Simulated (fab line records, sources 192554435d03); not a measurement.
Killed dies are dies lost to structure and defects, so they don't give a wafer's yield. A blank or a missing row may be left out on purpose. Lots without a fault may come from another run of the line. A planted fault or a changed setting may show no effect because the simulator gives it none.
Which tool did it? | flow n5_finfet | 22 lots, 66 wafers sampled, at 2 steps of a route of 1938

WHAT THE GAUGES READ, wafer by wafer
N5_BEOL_M8_CD_MEAS_11: target cd 38.5 nm. Usual: cd_nm 38.6 nm, standard deviation 0.38.
lot  | measured     | on        | cd_nm (nm)     | flag
L074 | day 9 12:24  | cd_sem-02 | 38.4 38.5 38.6 |
L075 | day 10 10:47 | cd_sem-02 | 38.7 38.5 38.7 |
L076 | day 10 15:25 | cd_sem-02 | 38.7 38.3 37.9 |
L078 | day 10 18:31 | cd_sem-01 | 38.5 38.6 37.9 |
L077 | day 10 18:47 | cd_sem-01 | 38.8 38.8 38.5 |
L079 | day 11 02:21 | cd_sem-03 | 38.9 39.4 39.5 |
L080 | day 11 02:34 | cd_sem-03 | 38.2 38.0 38.5 |
L081 | day 11 06:17 | cd_sem-03 | 38.8 38.9 39.1 |
L082 | day 11 12:54 | cd_sem-01 | 38.9 38.5 38.7 |
L083 | day 11 19:30 | cd_sem-02 | 38.4 39.1 39.2 |
L084 | day 12 00:41 | cd_sem-01 | 38.5 38.7 38.0 |
L085 | day 12 09:29 | cd_sem-01 | 38.0 38.4 38.1 |
L086 | day 12 20:58 | cd_sem-02 | 38.3 37.7 38.7 |
L087 | day 13 05:02 | cd_sem-03 | 38.6 38.9 38.7 |
L088 | day 13 05:19 | cd_sem-01 | 38.3 39.0 38.4 |
L089 | day 13 21:05 | cd_sem-01 | 38.1 39.3 38.9 |
L091 | day 14 01:32 | cd_sem-03 | 38.3 38.7 38.4 |
L093 | day 14 07:58 | cd_sem-02 | 38.8 38.5 38.1 |
L095 | day 14 15:05 | cd_sem-01 | 39.0 38.3 38.8 |
L094 | day 14 15:22 | cd_sem-03 | 38.3 38.7 38.8 |
L096 | day 14 23:55 | cd_sem-02 | 38.8 38.9 38.8 |
L097 | day 15 16:44 | cd_sem-01 | 38.6 38.9 39.0 |

N5_BEOL_M8_OVL_MEAS_12. Usual: M8_OVL 0.6 nm, standard deviation 0.66.
lot  | measured     | on         | M8_OVL (nm)    | flag
L074 | day 9 12:26  | overlay-02 | 1.2 0.4 0.6    |
L075 | day 10 10:49 | overlay-01 | -0.9 -0.4 -0.7 |
L076 | day 10 15:27 | overlay-02 | 0.9 0.8 -0.9   |
L078 | day 10 18:32 | overlay-01 | 0.6 1.0 -0.8   |
L077 | day 10 18:49 | overlay-02 | 1.3 0.5 1.2    |
L079 | day 11 02:23 | overlay-01 | 0.3 0.0 0.3    |
L080 | day 11 02:36 | overlay-01 | 1.6 1.0 0.9    |
L081 | day 11 06:19 | overlay-01 | -0.1 0.8 1.0   |
L082 | day 11 12:56 | overlay-01 | 0.7 0.8 1.1    |
L083 | day 11 19:32 | overlay-01 | 1.6 1.8 0.8    |
L084 | day 12 00:43 | overlay-02 | 2.1 0.9 1.3    |
L085 | day 12 09:31 | overlay-02 | 0.2 1.0 0.9    |
L086 | day 12 21:00 | overlay-01 | 0.3 -0.1 0.9   |
L087 | day 13 05:04 | overlay-02 | 0.2 0.7 1.1    |
L088 | day 13 05:20 | overlay-01 | 1.2 1.4 0.4    |
L089 | day 13 21:07 | overlay-02 | -0.7 0.0 -0.7  |
L091 | day 14 01:34 | overlay-01 | 0.5 0.7 0.1    |
L093 | day 14 08:00 | overlay-02 | 1.2 0.8 1.6    |
L095 | day 14 15:07 | overlay-02 | 0.5 0.3 0.7    |
L094 | day 14 15:23 | overlay-02 | 0.3 -0.6 1.5   |
L096 | day 14 23:56 | overlay-02 | 0.9 0.9 1.1    |
L097 | day 15 16:46 | overlay-02 | 1.0 1.8 1.3    |

WHICH TOOL RAN EACH LOT (tool, then ch and the chambers of the sampled wafers, then the start)
The record holds no process step before these readings.

WHAT THE TOOLS THEMSELVES READ (means of the sampled wafers that have a number; where no wafer has one, the mark that the record gives instead)
The record holds no such reading with a usual standard deviation.

THE ANSWER, worked out from the rows above alone
Rule: a lot is off if the mean of its wafers that have a number lies more than 3 standard deviations from the usual mean. A lot without any number at a reading at which 4 lots or more have one is off too. The other lots that the step has rows for count as sound. The gauges are gone through in route order, then the tools' own readings, and for those a lot's mean is taken as printed above. The first step at which some lot is off is used, and at that step the reading that is off furthest; a lot without a number counts as furthest.
No lot is off at any reading shown: from this, nothing can be told.

WHAT THE SIMULATOR HAD PUT IN
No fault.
